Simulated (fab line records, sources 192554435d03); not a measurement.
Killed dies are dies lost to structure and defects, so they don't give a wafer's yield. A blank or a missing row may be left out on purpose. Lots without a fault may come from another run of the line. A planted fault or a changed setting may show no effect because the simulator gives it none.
fab line records | flow n5_finfet
record lots=5 wafers=15 last_day=18
route steps=1938 shown BEOL_M3@947
lots that met no fault: from a run of the same line without faults
start_h: hours from the record's first day to the start of the lot's first wafer shown | wait_h: hours since the lot's step before | " the same as in the row above | L1.1+2: a row that stands for several wafers | - no value, or no start given | * or withheld: withheld | < > ~ a bound
route shown NAME@n: a module of which the file shows steps, and the number in the route of the first | usual: mean/standard deviation of fault-free wafers | same: alike in all rows | chamber/n: place in a boat | sites: the reading at each site | _std_site: their standard deviation | _edge_site: outer sites' mean less inner sites' | radius_mm: how far each site lies from the wafer's centre | mask NAME#n: copy n | behind: the tool/chamber that last shaped the wafer | hold: why the lot was held/for how many hours/how that ended | device: the transistor (n, p or np) that didn't switch | end of line: the same wafers' tests at the end of the route | a step without rows: its recipe alone | killed: dies lost to structure and defects at the first sort, not the wafer's yield | map: a wafer's dies, x killed, . not, _ none there
set.NAME: the setting as run; set.NAME@STEP: as run at that earlier step | model.NAME: the simulator's own value behind a step, which no gauge read
lots at some steps of the route; a table a step, a row a wafer
services: from which hour (start_h, from the record's first day; less than 0 if before it) a tool's chamber was out of use, for how many hours, and why
## steps
# step N5_BEOL_M3_DESCUM_16
# recipe chemistry=O2 time_s=7 source_power_w=50 bias_power_w=20 pressure_mtorr=20 rf_frequency_hz=2.712e+07 temp_c=40 resist=CAR-EUV o2_flow_sccm=225
# usual drypump_motor_current_A=5.8/0.56 oes_product_au=0.76/0.072 rf_vpp_V=242.9/1.4 showerhead_plenum_p_Torr=2.08/0.07 throttle_valve_pct=20.4/0.35
# same time_s=7
# columns lot.wafer tool chamber start_h wait_h drypump_motor_current_A oes_product_au rf_hours_counter_h rf_vpp_V showerhead_plenum_p_Torr throttle_valve_pct
L074.1 rie_diel-03 2 161.98 0.1 5.6 0.74 199 242.7 2.10 20.9
L074.3 " 3 " " 5.8 0.80 90 243.7 2.11 20.1
L074.4 " 0 " " 5.1 0.70 230 242.9 2.07 20.8
L077.2 rie_diel-04 1 168.53 0.0 5.3 0.83 84 243.0 2.03 20.0
L077.4 " 0 " " 5.9 0.75 127 240.1 1.93 20.4
L077.5 " 0 " " 5.9 0.75 - 241.5 1.93 20.4
L078.3 rie_diel-04 0 173.65 0.0 5.9 0.75 128 241.1 1.93 20.4
L078.4 " 1 " " 5.3 0.83 86 241.1 2.03 20.0
L078.5 " 2 " " 5.2 0.75 - 245.3 2.11 20.1
L094.1 rie_diel-04 0 269.61 0.0 5.9 0.71 157 241.4 1.92 20.4
L094.2 " 1 " " 5.3 0.79 110 240.8 2.02 20.1
L094.5 " 2 " " 5.2 0.72 - 242.7 2.10 20.2
L097.2 rie_diel-03 3 304.71 0.2 5.8 0.75 131 242.1 2.10 20.2
L097.3 " 2 " " 5.6 0.70 240 243.7 2.09 20.9
L097.6 " 2 " " 5.6 0.70 - 242.0 2.09 20.9
# step N5_BEOL_M3_ETCH_74
# recipe chemistry=N2/H2 target=underlayer target_depth_a=65 mask_material=CAR-EUV time_s=5.2 ion_energy_ev=200 pressure_mtorr=30 source_w=840 bias_w=150 n2_flow_sccm=200 h2_flow_sccm=200 ends=cleared
# usual drypump_motor_current_A=5.8/0.56 etch_rf_on_time_s=5.24/0.11 h2_flow_sccm=200.0/0.59 oes_product_au=0.65/0.063 rf_vpp_V=523.3/2.6 showerhead_plenum_p_Torr=2.52/0.081 throttle_valve_pct=17.8/0.32
# columns lot.wafer tool chamber start_h wait_h drypump_motor_current_A etch_rf_on_time_s h2_flow_sccm oes_product_au rf_hours_counter_h rf_vpp_V showerhead_plenum_p_Torr throttle_valve_pct
L074.1 rie_diel-03 2 162.01 0.0 5.6 5.24 199.7 0.63 199 523.0 2.50 18.0
L074.3 " 3 " " 5.9 5.22 200.1 0.66 90 524.1 2.58 17.7
L074.4 " 0 " " 5.2 5.35 199.3 0.60 230 525.5 2.50 18.1
L077.2 rie_diel-04 1 168.56 0.0 5.3 5.12 199.5 0.71 84 520.8 2.47 17.6
L077.4 " 0 " " 5.9 5.22 199.8 0.65 127 519.7 2.36 17.9
L077.5 " 0 " " 5.9 5.25 199.8 0.64 - 517.8 2.36 17.9
L078.3 rie_diel-04 0 173.69 0.0 5.9 5.25 199.0 0.65 128 519.7 2.36 17.9
L078.4 " 1 " " 5.3 5.09 200.5 0.71 86 520.2 2.46 17.6
L078.5 " 2 " " 5.2 5.24 199.8 0.63 - 524.3 2.54 17.5
L094.1 rie_diel-04 0 269.65 0.0 5.9 5.34 200.1 0.62 157 518.3 2.35 17.9
L094.2 " 1 " " 5.3 5.30 199.7 0.68 110 522.7 2.45 17.6
L094.5 " 2 " " 5.2 5.33 200.2 0.62 - 526.0 2.53 17.6
L097.2 rie_diel-03 3 304.75 0.0 5.8 5.22 200.4 0.64 131 523.8 2.56 17.8
L097.3 " 2 " " 5.6 5.26 199.3 0.60 240 521.9 2.49 18.1
L097.6 " 2 " " 5.6 5.18 199.7 0.60 - 522.0 2.49 18.1
# step N5_BEOL_M3_ETCH_63
# recipe chemistry=CF4 target=SiARC target_depth_a=156 mask_material=CAR-EUV time_s=26 ion_energy_ev=80 pressure_mtorr=40 source_w=545 bias_w=36 Ar_flow_sccm=100 cf4_flow_sccm=100 ends=cleared
# usual cf4_flow_sccm=100.1/0.33 drypump_motor_current_A=5.8/0.56 etch_rf_on_time_s=26.2/0.47 oes_product_au=0.65/0.063 rf_vpp_V=183.9/1.1 showerhead_plenum_p_Torr=2.13/0.067 throttle_valve_pct=15.6/0.33
# columns lot.wafer tool chamber start_h wait_h cf4_flow_sccm drypump_motor_current_A etch_rf_on_time_s oes_product_au rf_hours_counter_h rf_vpp_V showerhead_plenum_p_Torr throttle_valve_pct
L074.1 rie_diel-03 2 162.03 0.0 99.9 5.6 26.3 0.63 199 183.1 2.12 15.8
L074.3 " 3 " " 99.9 5.8 25.9 0.67 90 185.5 2.16 15.3
L074.4 " 0 " " 100.4 5.1 26.7 0.59 230 182.1 2.13 16.0
L077.2 rie_diel-04 1 168.58 0.0 100.2 5.3 25.8 0.71 84 184.3 2.07 15.2
L077.4 " 0 " " 99.8 5.9 26.1 0.65 127 181.6 1.98 15.6
L077.5 " 0 " " 99.5 5.9 26.1 0.65 - 181.3 1.98 15.6
L078.3 rie_diel-04 0 173.70 0.0 100.0 5.9 25.9 0.64 128 182.6 1.98 15.6
L078.4 " 1 " " 99.7 5.3 25.7 0.71 86 182.6 2.07 15.2
L078.5 " 2 " " 100.0 5.2 26.5 0.64 - 184.2 2.14 15.2
L094.1 rie_diel-04 0 269.67 0.0 100.3 5.9 26.4 0.62 157 183.0 1.97 15.6
L094.2 " 1 " " 100.0 5.3 26.1 0.68 110 182.2 2.06 15.3
L094.5 " 2 " " 99.7 5.2 26.7 0.62 - 183.8 2.13 15.3
L097.2 rie_diel-03 3 304.76 0.0 100.4 5.8 25.9 0.64 131 183.6 2.15 15.4
L097.3 " 2 " " 99.5 5.6 26.2 0.61 240 182.2 2.11 15.9
L097.6 " 2 " " 100.0 5.6 26.3 0.60 - 185.1 2.11 15.9
# step N5_BEOL_M3_ETCH_64
# recipe chemistry=N2/H2 target=SOC target_depth_a=750 overetch_a=150 mask_material=SiARC temp_c=40 time_s=112.5 ion_energy_ev=200 pressure_mtorr=30 source_w=840 bias_w=150 n2_flow_sccm=200 h2_flow_sccm=200
# usual drypump_motor_current_A=5.8/0.56 h2_flow_sccm=200.0/0.6 oes_product_au=0.60/0.053 rf_vpp_V=523.5/2.5 showerhead_plenum_p_Torr=2.52/0.081 throttle_valve_pct=17.8/0.33
# same time_s=112.5
# columns lot.wafer tool chamber start_h wait_h drypump_motor_current_A h2_flow_sccm oes_product_au rf_hours_counter_h rf_vpp_V showerhead_plenum_p_Torr throttle_valve_pct
L074.1 rie_diel-03 2 162.05 0.0 5.6 200.0 0.58 199 523.9 2.50 18.0
L074.3 " 3 " " 5.8 199.2 0.62 90 524.8 2.58 17.7
L074.4 " 0 " " 5.1 200.0 0.56 230 522.0 2.50 18.1
L077.2 rie_diel-04 1 168.61 0.0 5.3 201.3 0.66 84 521.1 2.46 17.5
L077.4 " 0 " " 5.9 200.6 0.60 127 518.3 2.36 17.9
L077.5 " 0 " " 5.9 200.6 0.60 - 518.7 2.37 17.8
L078.3 rie_diel-04 0 173.73 0.0 5.9 200.2 0.60 128 519.2 2.36 17.9
L078.4 " 1 " " 5.3 200.4 0.65 86 519.8 2.46 17.5
L078.5 " 2 " " 5.2 199.1 0.60 - 525.6 2.54 17.5
L094.1 rie_diel-04 0 269.69 0.0 5.9 200.1 0.58 157 517.6 2.35 17.9
L094.2 " 1 " " 5.3 199.1 0.63 110 520.8 2.45 17.6
L094.5 " 2 " " 5.2 200.0 0.58 - 523.3 2.53 17.5
L097.2 rie_diel-03 3 304.79 0.0 5.8 200.1 0.59 131 524.4 2.56 17.8
L097.3 " 2 " " 5.7 201.0 0.56 240 522.8 2.49 18.1
L097.6 " 2 " " 5.6 199.5 0.57 - 522.2 2.49 18.1
# step N5_BEOL_M3_STRIP_65
# recipe chemistry=N2/H2 temp_c=40 n2_flow_sccm=200 h2_flow_sccm=200 rf_frequency_hz=6e+07
# columns lot.wafer tool chamber start_h wait_h
L074.1+3+4 rie_diel-03 2,3,0 162.16 0.1
L077.2+4+5 rie_diel-04 1,0,0 168.71 0.1
L078.3+4+5 rie_diel-04 0,1,2 173.84 0.1
L094.1+2+5 rie_diel-04 0,1,2 269.80 0.1
L097.2+3+6 rie_diel-03 3,2,2 304.90 0.1
# step N5_BEOL_M3_STRIP_75
# recipe chemistry=N2/H2 temp_c=40 n2_flow_sccm=200 h2_flow_sccm=200 rf_frequency_hz=6e+07
# columns lot.wafer tool chamber start_h wait_h
L074.1+3+4 rie_diel-03 2,3,0 162.17 0.0
L077.2+4+5 rie_diel-04 1,0,0 168.72 0.0
L078.3+4+5 rie_diel-04 0,1,2 173.85 0.0
L094.1+2+5 rie_diel-04 0,1,2 269.81 0.0
L097.2+3+6 rie_diel-03 3,2,2 304.91 0.0
# step N5_BEOL_M3_STRIP_66
# recipe chemistry=CF4 resist=SiARC power_w=300 bias_power_w=75 pressure_mtorr=50 cf4_flow_sccm=150 rf_frequency_hz=6e+07
# usual cf4_flow_sccm=150.0/0.45 drypump_motor_current_A=5.8/0.56 oes_product_au=0.75/0.066 rf_vpp_V=270.8/1.5 showerhead_plenum_p_Torr=1.78/0.055 throttle_valve_pct=13.6/0.33
# columns lot.wafer tool chamber start_h wait_h cf4_flow_sccm drypump_motor_current_A oes_product_au rf_hours_counter_h rf_vpp_V showerhead_plenum_p_Torr throttle_valve_pct
L074.1 rie_diel-03 2 162.18 0.0 150.4 5.6 0.73 199 270.0 1.78 13.8
L074.3 " 3 " " 149.6 5.8 0.78 90 271.2 1.81 13.3
L074.4 " 0 " " 149.9 5.1 0.70 230 270.7 1.78 13.9
L077.2 rie_diel-04 1 168.73 0.0 150.8 5.3 0.82 84 270.1 1.74 13.2
L077.4 " 0 " " 151.2 5.9 0.75 127 269.3 1.67 13.6
L077.5 " 0 " " 149.9 5.9 0.75 - 267.4 1.67 13.6
L078.3 rie_diel-04 0 173.86 0.0 150.5 5.9 0.75 128 267.8 1.67 13.6
L078.4 " 1 " " 150.3 5.3 0.81 86 268.9 1.74 13.2
L078.5 " 2 " " 150.2 5.2 0.75 - 269.8 1.78 13.2
L094.1 rie_diel-04 0 269.82 0.0 149.6 5.9 0.72 157 267.7 1.66 13.6
L094.2 " 1 " " 151.3 5.3 0.80 110 270.3 1.73 13.3
L094.5 " 2 " " 150.3 5.1 0.72 - 271.6 1.78 13.3
L097.2 rie_diel-03 3 304.92 0.0 150.1 5.8 0.74 131 270.8 1.80 13.4
L097.3 " 2 " " 150.4 5.6 0.70 240 270.9 1.77 13.9
L097.6 " 2 " " 150.1 5.6 0.71 - 271.2 1.77 13.9
# step N5_BEOL_M3_HM_OPEN_17
# recipe chemistry=Cl2/BCl3 target_depth_a=200 overetch_a=60 target=TiN mask_material=SOC ion_energy_ev=150 pressure_mtorr=10 icp_w=1000 bias_w=126 Cl2_flow_sccm=53.25 bcl3_flow_sccm=21.75 Ar_flow_sccm=25
# usual drypump_motor_current_A=6.0/0.4 oes_product_au=0.63/0.088 throttle_valve_pct=22.13/0.25
# columns lot.wafer tool chamber start_h wait_h drypump_motor_current_A oes_product_au rf_hours_counter_h throttle_valve_pct
L074.1 rie_metal-02 0 162.22 0.0 5.9 0.54 116 22.47
L074.3 " 1 " " 5.9 0.74 - 22.16
L074.4 " 0 " " 6.0 0.54 - 22.46
L077.2 rie_metal-01 1 168.77 0.0 6.3 0.73 20 21.71
L077.4 " 0 " " 6.3 0.57 - 22.22
L077.5 " 0 " " 6.3 0.58 - 22.24
L078.3 rie_metal-02 1 173.93 0.1 5.9 0.73 - 22.17
L078.4 " 0 " " 5.9 0.54 - 22.47
L078.5 " 0 " " 5.9 0.54 - 22.45
L094.1 rie_metal-02 0 269.86 0.0 5.9 0.83 1 22.08
L094.2 " 1 " " 5.9 0.71 24 22.17
L094.5 " 0 " " 5.9 0.84 - 22.11
L097.2 rie_metal-02 0 304.96 0.0 5.9 0.82 4 22.08
L097.3 " 1 " " 5.9 0.70 - 22.18
L097.6 " 0 " " 5.9 0.82 - 22.06
# step N5_BEOL_M3_STRIP_19
# recipe chemistry=O2 power_w=400 temp_c=40 pressure_mtorr=30 rf_frequency_hz=6e+07 bias_power_w=0 overash_fraction=0.2 o2_flow_sccm=225
# usual drypump_motor_current_A=5.7/0.5 oes_product_au=0.76/0.068 rf_vpp_V=3.7/0.49 showerhead_plenum_p_Torr=2.07/0.068 throttle_valve_pct=16.61/0.29
# columns lot.wafer tool chamber start_h wait_h drypump_motor_current_A oes_product_au rf_hours_counter_h rf_vpp_V showerhead_plenum_p_Torr throttle_valve_pct
L074.1 rie_diel-04 3 162.34 0.1 6.2 0.74 199 3.6 2.06 16.51
L074.3 " 0 " " 5.9 0.76 126 3.7 1.93 16.63
L074.4 " 1 " " 5.3 0.84 83 3.6 2.03 16.30
L077.2 rie_diel-03 3 168.89 0.1 5.8 0.79 92 3.1 2.12 16.41
L077.4 " 2 " " 5.6 0.74 201 3.6 2.10 17.06
L077.5 " 0 " " 5.1 0.69 - 3.4 2.07 17.01
L078.3 rie_diel-02 0 174.02 0.1 5.7 0.69 219 3.4 2.18 17.30
L078.4 " 0 " " 5.7 0.69 - 4.3 2.17 17.32
L078.5 " 3 " " 6.6 0.87 - 3.9 2.04 16.17
L094.1 rie_diel-03 3 269.97 0.1 5.8 0.76 124 5.1 2.10 16.46
L094.2 " 2 " " 5.6 0.70 232 4.1 2.09 17.10
L094.5 " 2 " " 5.6 0.71 - 3.0 2.09 17.12
L097.2 rie_diel-02 1 305.10 0.1 6.6 0.66 244 3.9 2.15 17.00
L097.3 " 2 " " 4.7 0.86 42 4.1 2.14 16.57
L097.6 " 0 " " 5.8 0.96 - 4.3 2.16 16.87
# step N5_BEOL_M3_CD_MEAS_18
# recipe pitch_nm=36 target_cd_nm=18
# usual cd_nm=18.2/0.34
# columns lot.wafer tool chamber start_h wait_h cd_nm
L074.1 cd_sem-03 - 162.41 0.0 18.3
L074.3 " - " " 19.3
L074.4 " - " " 18.4
L077.2 cd_sem-01 - 168.96 0.1 18.0
L077.4 " - " " 18.3
L077.5 " - " " 18.2
L078.3 cd_sem-02 - 174.09 0.1 18.2
L078.4 " - " " 18.3
L078.5 " - " " 18.4
L094.1 cd_sem-02 - 270.06 0.1 18.1
L094.2 " - " " 18.6
L094.5 " - " " 18.3
L097.2 cd_sem-01 - 305.17 0.1 17.6
L097.3 " - " " 18.1
L097.6 " - " " 17.8
# step N5_BEOL_M3_COAT_67
# recipe resist=SOC temp_c=250 time_s=60 spin_rpm=1500 resist_thk_nm=60
# usual resist_line_temp_C=23.00/0.11
# same time_s=60
# columns lot.wafer tool chamber start_h wait_h resist_line_temp_C
L074.1 litho_track-04 0 162.45 0.0 23.20
L074.3 " 0 " " 23.13
L074.4 " 0 " " 23.06
L077.2 litho_track-01 0 169.00 0.0 22.98
L077.4 " 0 " " 22.93
L077.5 " 0 " " 23.17
L078.3 litho_track-01 0 174.13 0.0 22.81
L078.4 " 0 " " 22.99
L078.5 " 0 " " 23.05
L094.1 litho_track-05 0 270.10 0.0 22.96
L094.2 " 0 " " 22.99
L094.5 " 0 " " 23.18
L097.2 litho_track-05 0 305.21 0.0 23.11
L097.3 " 0 " " 22.94
L097.6 " 0 " " 22.86
# step N5_BEOL_M3_COAT_68
# recipe resist=SiARC temp_c=220 time_s=60 spin_rpm=1500 resist_thk_nm=12
# usual resist_line_temp_C=22.99/0.092
# same time_s=60
# columns lot.wafer tool chamber start_h wait_h resist_line_temp_C
L074.1 litho_track-04 0 - - 23.01
L074.3 " 0 " " 22.95
L074.4 " 0 " " 22.96
L077.2 litho_track-01 0 - - 23.21
L077.4 " 0 " " 23.04
L077.5 " 0 " " 22.98
L078.3 litho_track-01 0 - - 23.03
L078.4 " 0 " " 23.21
L078.5 " 0 " " 23.07
L094.1 litho_track-05 0 - - 22.92
L094.2 " 0 " " 23.06
L094.5 " 0 " " 22.90
L097.2 litho_track-05 0 - - 22.97
L097.3 " 0 " " 22.93
L097.6 " 0 " " 23.17
# step N5_BEOL_M3_COAT_76
# recipe resist=underlayer temp_c=205 time_s=60 spin_rpm=1500 resist_thk_nm=5
# usual resist_line_temp_C=23.00/0.11
# same time_s=60
# columns lot.wafer tool chamber start_h wait_h resist_line_temp_C
L074.1 litho_track-04 0 - - 23.00
L074.3 " 0 " " 22.95
L074.4 " 0 " " 22.92
L077.2 litho_track-01 0 - - 23.01
L077.4 " 0 " " 23.11
L077.5 " 0 " " 23.07
L078.3 litho_track-01 0 - - 22.96
L078.4 " 0 " " 22.95
L078.5 " 0 " " 22.79
L094.1 litho_track-05 0 - - 23.19
L094.2 " 0 " " 23.06
L094.5 " 0 " " 23.01
L097.2 litho_track-05 0 - - 22.94
L097.3 " 0 " " 22.94
L097.6 " 0 " " 22.98
# step N5_BEOL_M3_COAT_22
# recipe resist=CAR-EUV spin_rpm=1500 resist_thk_nm=30
# usual resist_line_temp_C=23.00/0.1
# columns lot.wafer tool chamber start_h wait_h resist_line_temp_C
L074.1 litho_track-04 0 - - 23.02
L074.3 " 0 " " 22.99
L074.4 " 0 " " 22.96
L077.2 litho_track-01 0 - - 22.94
L077.4 " 0 " " 23.06
L077.5 " 0 " " 23.11
L078.3 litho_track-01 0 - - 23.06
L078.4 " 0 " " 23.10
L078.5 " 0 " " 22.98
L094.1 litho_track-05 0 - - 23.23
L094.2 " 0 " " 23.28
L094.5 " 0 " " 23.03
L097.2 litho_track-05 0 - - 23.08
L097.3 " 0 " " 23.03
L097.6 " 0 " " 23.02
# step N5_BEOL_M3_EBR_24
# recipe solvent=PGMEA ebr_width_mm=1.5
# usual resist_line_temp_C=23.01/0.11
# same ebr_width_mm=1.5
# columns lot.wafer tool chamber start_h wait_h resist_line_temp_C
L074.1 litho_track-04 0 - - 23.01
L074.3 " 0 " " 23.17
L074.4 " 0 " " 23.01
L077.2 litho_track-01 0 - - 22.99
L077.4 " 0 " " 23.03
L077.5 " 0 " " 22.91
L078.3 litho_track-01 0 - - 23.00
L078.4 " 0 " " 22.84
L078.5 " 0 " " 22.95
L094.1 litho_track-05 0 - - 23.14
L094.2 " 0 " " 22.94
L094.5 " 0 " " 23.03
L097.2 litho_track-05 0 - - 22.86
L097.3 " 0 " " 22.92
L097.6 " 0 " " 23.01
# step N5_BEOL_M3_SOFTBAKE_23
# recipe temp_c=110 time_s=60 resist=CAR-EUV
# usual resist_line_temp_C=22.99/0.11
# same time_s=60
# columns lot.wafer tool chamber start_h wait_h resist_line_temp_C
L074.1 litho_track-04 0 - - 22.92
L074.3 " 0 " " 22.71
L074.4 " 0 " " 22.93
L077.2 litho_track-01 0 - - 23.05
L077.4 " 0 " " 23.14
L077.5 " 0 " " 23.04
L078.3 litho_track-01 0 - - 23.04
L078.4 " 0 " " 23.10
L078.5 " 0 " " 23.22
L094.1 litho_track-05 0 - - 23.20
L094.2 " 0 " " 22.99
L094.5 " 0 " " 23.19
L097.2 litho_track-05 0 - - 22.97
L097.3 " 0 " " 23.19
L097.6 " 0 " " 22.97
# step N5_BEOL_M3_EXPOSE_25
# recipe mask_id=V2 na=0.33 source_shape=quasar sigma_inner=0.2 sigma_outer=0.8 polarization=unpolarized defocus_nm=5 dose_mj=63
# usual stage_msd_nm=0.87/0.058
# same na=0.33
# columns lot.wafer tool chamber start_h wait_h mask stage_msd_nm
L074.1 euv_scanner-01 0 162.64 - V2#0 0.95
L074.3 " 0 " " V2#0 0.94
L074.4 " 0 " " V2#0 0.94
L077.2 euv_scanner-01 0 169.27 - V2#0 0.95
L077.4 " 0 " " V2#0 0.94
L077.5 " 0 " " V2#0 0.94
L078.3 euv_scanner-02 0 174.41 - V2#0 0.83
L078.4 " 0 " " V2#0 0.83
L078.5 " 0 " " V2#0 0.83
L094.1 euv_scanner-02 0 270.24 - V2#0 0.82
L094.2 " 0 " " V2#0 0.82
L094.5 " 0 " " V2#0 0.82
L097.2 euv_scanner-02 0 305.35 - V2#0 0.82
L097.3 " 0 " " V2#0 0.82
L097.6 " 0 " " V2#0 0.82
# step N5_BEOL_M3_PEB_26
# recipe peb_temp_c=100 peb_time_s=60 resist=CAR-EUV
# usual resist_line_temp_C=23.02/0.1
# same peb_time_s=60
# columns lot.wafer tool chamber start_h wait_h resist_line_temp_C
L074.1 litho_track-04 0 162.72 0.1 22.96
L074.3 " 0 " " 23.05
L074.4 " 0 " " 23.03
L077.2 litho_track-05 0 169.34 0.1 22.98
L077.4 " 0 " " 23.04
L077.5 " 0 " " 22.91
L078.3 litho_track-05 0 174.47 0.1 22.96
L078.4 " 0 " " 22.86
L078.5 " 0 " " 22.89
L094.1 litho_track-04 0 270.31 0.1 22.90
L094.2 " 0 " " 23.04
L094.5 " 0 " " 23.11
L097.2 litho_track-05 0 305.42 0.1 23.17
L097.3 " 0 " " 23.04
L097.6 " 0 " " 23.01
# step N5_BEOL_M3_DEVELOP_27
# recipe develop_time_s=30 developer=TMAH resist=CAR-EUV rinse_liquid=surfactant_rinse dry=air_spin dev_temp_c=23
# usual resist_line_temp_C=23.01/0.098
# columns lot.wafer tool chamber start_h wait_h resist_line_temp_C
L074.1 litho_track-04 0 - - 23.02
L074.3 " 0 " " 22.86
L074.4 " 0 " " 22.82
L077.2 litho_track-05 0 - - 22.98
L077.4 " 0 " " 23.09
L077.5 " 0 " " 23.15
L078.3 litho_track-05 0 - - 23.12
L078.4 " 0 " " 23.01
L078.5 " 0 " " 23.02
L094.1 litho_track-04 0 - - 23.06
L094.2 " 0 " " 23.12
L094.5 " 0 " " 22.96
L097.2 litho_track-05 0 - - 23.15
L097.3 " 0 " " 23.00
L097.6 " 0 " " 23.16
# step N5_BEOL_M3_CD_MEAS_28
# recipe target_cd_nm=25.7 landing_energy_ev=500 detector=se_inlens target_cd_y_nm=23.3 polarity=opening
# usual cd_nm=25.70/0.23
# columns lot.wafer tool chamber start_h wait_h cd_nm
L074.1 cd_sem-03 0 162.79 - 25.79
L074.3 " 0 " " 25.74
L074.4 " 0 " " 25.62
L077.2 cd_sem-01 0 169.41 - 25.88
L077.4 " 0 " " 25.82
L077.5 " 0 " " 25.75
L078.3 cd_sem-03 0 174.53 - 25.92
L078.4 " 0 " " 25.88
L078.5 " 0 " " 25.72
L094.1 cd_sem-01 0 270.38 - 25.55
L094.2 " 0 " " 25.43
L094.5 " 0 " " 25.79
L097.2 cd_sem-02 0 305.49 - 26.23
L097.3 " 0 " " 25.88
L097.6 " 0 " " 25.81
# step N5_BEOL_M3_OVL_MEAS_29
# recipe points_per_wafer=522
# usual V2_OVL=-0.5/0.71
# columns lot.wafer tool chamber start_h wait_h V2_OVL[nm]
L074.1 overlay-01 0 162.82 0.0 -0.4
L074.3 " 0 " " 0.2
L074.4 " 0 " " -0.3
L077.2 overlay-01 0 169.44 0.0 0.2
L077.4 " 0 " " -0.2
L077.5 " 0 " " -0.4
L078.3 overlay-02 0 174.57 0.0 0.8
L078.4 " 0 " " -0.6
L078.5 " 0 " " 0.8
L094.1 overlay-02 0 270.41 0.0 0.7
L094.2 " 0 " " 0.4
L094.5 " 0 " " 0.3
L097.2 overlay-01 0 305.53 0.0 -1.0
L097.3 " 0 " " -1.2
L097.6 " 0 " " -1.1
# step N5_BEOL_M3_INSPECT_30
# recipe mode=adi inspect_instrument=brightfield
# usual raw_defect_count=445/110
# columns lot.wafer tool chamber start_h wait_h raw_defect_count
L074.1 defect_inspect-01 - 162.87 0.1 487
L074.3 " - " " 336
L074.4 " - " " 532
L077.2 defect_inspect-02 - 169.49 0.0 381
L077.4 " - " " 326
L077.5 " - " " 402
L078.3 defect_inspect-01 - 174.62 0.0 357
L078.4 " - " " 281
L078.5 " - " " 376
L094.1 defect_inspect-01 - 270.47 0.1 274
L094.2 " - " " 372
L094.5 " - " " 544
L097.2 defect_inspect-02 - 305.58 0.0 340
L097.3 " - " " 386
L097.6 " - " " 341
# step N5_BEOL_M3_DESCUM_33
# recipe chemistry=O2 time_s=7 source_power_w=50 bias_power_w=20 pressure_mtorr=20 rf_frequency_hz=2.712e+07 temp_c=40 resist=CAR-EUV o2_flow_sccm=225
# usual drypump_motor_current_A=5.7/0.55 oes_product_au=0.75/0.068 rf_vpp_V=242.9/1.3 showerhead_plenum_p_Torr=2.08/0.068 throttle_valve_pct=20.4/0.35
# same time_s=7
# columns lot.wafer tool chamber start_h wait_h drypump_motor_current_A oes_product_au rf_hours_counter_h rf_vpp_V showerhead_plenum_p_Torr throttle_valve_pct
L074.1 rie_diel-04 1 162.91 0.0 5.3 0.83 83 243.3 2.03 20.0
L074.3 " 3 " " 6.3 0.73 199 244.0 2.05 20.2
L074.4 " 0 " " 5.9 0.76 126 239.9 1.93 20.4
L077.2 rie_diel-04 2 169.53 0.0 5.2 0.75 144 242.7 2.11 20.1
L077.4 " 0 " " 5.9 0.75 127 240.6 1.93 20.4
L077.5 " 3 " " 6.2 0.72 - 242.5 2.05 20.2
L078.3 rie_diel-03 3 174.65 0.0 5.8 0.79 94 243.4 2.11 20.1
L078.4 " 1 " " 6.3 0.69 222 243.8 2.15 20.1
L078.5 " 3 " " 5.8 0.79 - 243.5 2.11 20.2
L094.1 rie_diel-02 0 270.50 0.0 5.8 0.68 248 242.4 2.16 21.1
L094.2 " 3 " " 6.6 0.83 75 241.1 2.03 20.0
L094.5 " 0 " " 5.7 0.68 - 244.5 2.16 21.1
L097.2 rie_diel-02 1 305.83 0.2 6.6 0.66 244 244.1 2.15 20.7
L097.3 " 0 " " 5.8 0.95 6 242.0 2.16 20.7
L097.6 " 0 " " 5.8 0.96 - 243.8 2.16 20.7
# step N5_BEOL_M3_ETCH_77
# recipe chemistry=N2/H2 target=underlayer target_depth_a=65 mask_material=CAR-EUV time_s=5.2 ion_energy_ev=200 pressure_mtorr=30 source_w=840 bias_w=150 n2_flow_sccm=200 h2_flow_sccm=200 ends=cleared
# usual drypump_motor_current_A=5.7/0.55 etch_rf_on_time_s=5.23/0.1 h2_flow_sccm=200.1/0.63 oes_product_au=0.64/0.059 rf_vpp_V=523.5/2.5 showerhead_plenum_p_Torr=2.53/0.079 throttle_valve_pct=17.8/0.31
# columns lot.wafer tool chamber start_h wait_h drypump_motor_current_A etch_rf_on_time_s h2_flow_sccm oes_product_au rf_hours_counter_h rf_vpp_V showerhead_plenum_p_Torr throttle_valve_pct
L074.1 rie_diel-04 1 162.94 0.0 5.3 5.19 200.0 0.71 83 522.3 2.47 17.6
L074.3 " 3 " " 6.3 5.29 201.3 0.61 199 523.0 2.51 17.8
L074.4 " 0 " " 5.9 5.30 199.0 0.65 126 518.4 2.37 17.9
L077.2 rie_diel-04 2 169.56 0.0 5.2 5.36 200.3 0.64 144 524.3 2.54 17.5
L077.4 " 0 " " 5.9 5.28 200.5 0.64 127 517.4 2.36 17.9
L077.5 " 3 " " 6.3 5.25 200.4 0.62 - 522.8 2.51 17.8
L078.3 rie_diel-03 3 174.69 0.0 5.8 5.16 198.5 0.67 94 523.7 2.58 17.8
L078.4 " 1 " " 6.3 5.15 200.8 0.60 222 526.9 2.62 17.6
L078.5 " 3 " " 5.8 5.18 198.4 0.68 - 524.6 2.58 17.7
L094.1 rie_diel-02 0 270.54 0.0 5.8 5.41 201.1 0.58 248 525.2 2.62 18.6
L094.2 " 3 " " 6.6 5.09 199.9 0.72 75 522.9 2.45 17.3
L094.5 " 0 " " 5.7 5.44 200.6 0.57 - 522.8 2.62 18.5
L097.2 rie_diel-02 1 305.86 0.0 6.6 5.43 199.8 0.56 244 525.3 2.62 18.2
L097.3 " 0 " " 5.8 5.33 200.6 0.82 6 525.6 2.62 18.1
L097.6 " 0 " " 5.8 5.32 199.1 0.80 - 526.0 2.62 18.1
## services
# columns tool chamber start_h hours kind
rie_metal-02 - 140.17 10.0 pm
euv_scanner-02 - 140.89 4.6 pm
rie_diel-03 2 143.43 10.1 repair
euv_scanner-02 - 152.33 1.0 pm
euv_scanner-01 - 185.75 1.0 pm
euv_scanner-02 - 208.48 1.0 pm
rie_diel-04 1 209.51 16.5 repair
euv_scanner-01 - 227.72 1.2 repair
rie_diel-02 0 238.33 5.8 repair
rie_diel-03 0 241.10 - clean
rie_diel-03 0 241.10 - consumable_replace:focus_ring
rie_diel-03 0 241.10 13.3 scheduled_down
rie_diel-03 0 241.10 13.3 vent_cycle
euv_scanner-01 - 241.90 1.0 pm
euv_scanner-01 - 244.25 1.2 repair
litho_track-05 - 261.76 - consumable_replace:filter
euv_scanner-02 - 264.63 1.0 pm
rie_diel-03 1 264.73 - clean
rie_diel-03 - 271.55 14.6 pm
euv_scanner-02 - 288.72 0.2 repair
euv_scanner-01 - 289.63 4.6 pm
euv_scanner-01 - 295.12 0.2 repair
euv_scanner-01 - 298.05 1.0 pm
euv_scanner-02 - 301.91 0.5 repair
## key
fault none
